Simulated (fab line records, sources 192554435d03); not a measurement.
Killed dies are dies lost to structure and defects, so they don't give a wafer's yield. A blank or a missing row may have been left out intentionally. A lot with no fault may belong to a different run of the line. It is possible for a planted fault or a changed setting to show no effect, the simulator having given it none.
8D (eight disciplines) problem report, filled in by code ; flow n5-finfet ; the parts of the form that need people (team, actions taken, sign-off) are left out

## 1. WHAT WENT WRONG
spin-speed-rpm at N5_BEOL_M14_COAT_66 reads a mean of 1299.1 rpm on 9 wafers of 3 lots; wafers without a fault read 1500.1 rpm with a standard deviation of 0.93. So: -99 or more standard deviations from the usual mean.
The step: time 60 s, resist thk 110 nm.
Seen first at day 14 20:08 on litho-track-03, wafer L606.1. Wafers with a number at this step in the record: 30, from 10 lots. Rule for "out" (also "out of limits"): further than 4 standard deviations from the usual mean. The rest of the wafers with a number are treated as sound.

## 2. WHAT IT IS AND WHAT IT IS NOT
question;is;is not
which readings at this step;spin-speed-rpm;-
which lots;L605, L606, L607;L594, L597, L598, L604, L608, L609, L611
which wafers of those lots;all that have a number;-
read on which tools;litho-track-03;litho-track-02, litho-track-05
when;from day 14 20:08;"up to then (12 sound wafers); but 9 sound wafers of L608, L609, L611 came after"

## 3. SUSPECTS, AND WHAT RULES EACH OUT
Counting: any tool at a process step up to the reading is kept as a suspect provided that every lot that is out went through it and no sound lot did after the first of them.
- litho-track-03 at N5_BEOL_M14_COAT_66 (time 60 s, resist thk 110 nm): kept. It processed each lot that is out, first L606 at day 14 20:08, and no sound lot thereafter; up to then, the last sound lot it processed was L604 at day 14 05:58. Its own spin-speed-rpm readings are out on those wafers.
Left after counting: litho-track-03 at N5_BEOL_M14_COAT_66.

## 4. THE CAUSE (what the simulator had put in)
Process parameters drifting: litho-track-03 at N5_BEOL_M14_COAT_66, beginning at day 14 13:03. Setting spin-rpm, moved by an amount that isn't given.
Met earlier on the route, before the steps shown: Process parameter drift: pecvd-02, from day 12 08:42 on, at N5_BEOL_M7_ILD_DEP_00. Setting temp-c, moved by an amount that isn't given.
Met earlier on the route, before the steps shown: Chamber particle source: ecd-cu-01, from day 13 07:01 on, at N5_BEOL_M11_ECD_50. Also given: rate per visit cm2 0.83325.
After counting, this tool was the only one left.

## 5. SEQUENCE OF EFFECTS, ordered by route
Each row: a reading where the mean over the struck wafers with a number is more than 3 standard deviations away from the usual. Only readings whose record carries a usual standard deviation are examined. hours: median over the lots of the time between each lot's start at the first step of this table that gives one and its start at this step. sigmas: the change, counted in usual standard deviations.
hours;step;reading;usual;on struck wafers;change;sigmas
0;N5_BEOL_M14_COAT_66;spin-speed-rpm;1500.1 rpm;1299.1;-201.0;-99 or more
1;N5_BEOL_M14_ETCH_67;etch-rf-on-time-s;235 s;253;+18;+3.2
26;N5_PASSIVATION_PROBE_49;defect-limited-yield;91.0 %;58.2;-32.8;-21
26;N5_PASSIVATION_PROBE_49;killed_at_M4_up;14;414;+400;+75
26;N5_PASSIVATION_PROBE_49;killed-dies;106;493;+387;+20
26;N5_PASSIVATION_PROBE_49;killed-on-rim;14;64;+50;+12
26;N5_PASSIVATION_PROBE_49;sort_bin_5_function;5.3 %;26.1;+20.8;+21
26;N5_PASSIVATION_PROBE_49;sort_bin_6_memory;3.3 %;13.4;+10.1;+13
26;N5_PASSIVATION_PROBE_49;sort-n-pass;1073;686;-387;-20
26;N5_PASSIVATION_PROBE_49;sort-yield-pct;91.0 %;58.1;-32.9;-21
Its process steps:
- N5_BEOL_M14_COAT_66: time 60 s, resist thk 110 nm.
- N5_BEOL_M14_ETCH_67: etches SiARC in CF4, target depth 143 nm, time 238.3 s.
- N5_PASSIVATION_PROBE_49
At these later measuring or inspecting steps, every struck wafer for which the step has a row has a number for every such reading, and none has moved that far: N5_BEOL_M14_CD_MEAS_28.

## 6. WHAT WOULD HAVE CAUGHT IT SOONER
The fault began at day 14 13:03; the first out-of-limits reading in this record came at day 14 20:08, 7 hours later.
